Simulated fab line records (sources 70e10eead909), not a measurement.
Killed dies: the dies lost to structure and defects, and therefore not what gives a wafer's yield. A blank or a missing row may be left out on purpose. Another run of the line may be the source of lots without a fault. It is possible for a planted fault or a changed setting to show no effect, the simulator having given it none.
Chamber matching	flow nand-harc	NHARC_A_CHANNEL_FILL_D1_ALD_25 on ald-hk-04 has 4 sister chambers
The step deposits SiOx, target thk 60 nm, pulse time 10 s, ald cycles 600. 8 wafers are shown with their chamber, then 7 later ones without.

== EACH WAFER AND ITS CHAMBER ==
wafer	chamber	heater-power-w (W)	precursor-pulse-height-rel
L808.6	1	413	1.024
L812.1	1	421	1.005
L812.5	0	416	0.991
L815.1	0	434	1.027
L815.2	2	397	0.987
L815.4	3	421	1.008
L822.3	3	422	1.003
L822.1	2	381	1.005

== WAFERS WHOSE CHAMBER IS MISSING ==
wafer	heater-power-w (W)	precursor-pulse-height-rel
L822.6	420	1.003
L824.2	395	1.001
L824.4	420	1.011
L824.5	430	0.978
L825.4	413	1.022
L825.3	419	1.006
L825.5	385	1.009

== WHICH CHAMBER EACH WENT THROUGH ==
wafer	from the rows above	in truth
L822.6	can't be placed: 3 or 0 or 1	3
L824.2	can't be placed: 2 or 1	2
L824.4	can't be placed: 3 or 1 or 0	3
L824.5	can't be placed: 3 or 0 or 1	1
L825.4	can't be placed: 1 or 3 or 0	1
L825.3	can't be placed: 3 or 1 or 0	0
L825.5	2	2
Correct placement for 1 of the 7. Unplaceable from these rows: 6, with the true chamber sitting among the candidates in 6. Number placed wrongly: 0.
How it was worked out, from the rows above alone: a wafer's distance from a chamber is the root of the sum, over the readings, of the square of ((its reading less the chamber's mean) divided by the reading's scatter). If the next closest chamber is less than 2 further off than the closest, the wafer can't be placed; otherwise it belongs to the closest. Each chamber's mean is taken over the wafers shown for it. The scatter is the square root of a quotient: the sum, over the shown wafers, of each reading's squared deviation from its chamber's mean, divided by wafers minus chambers.
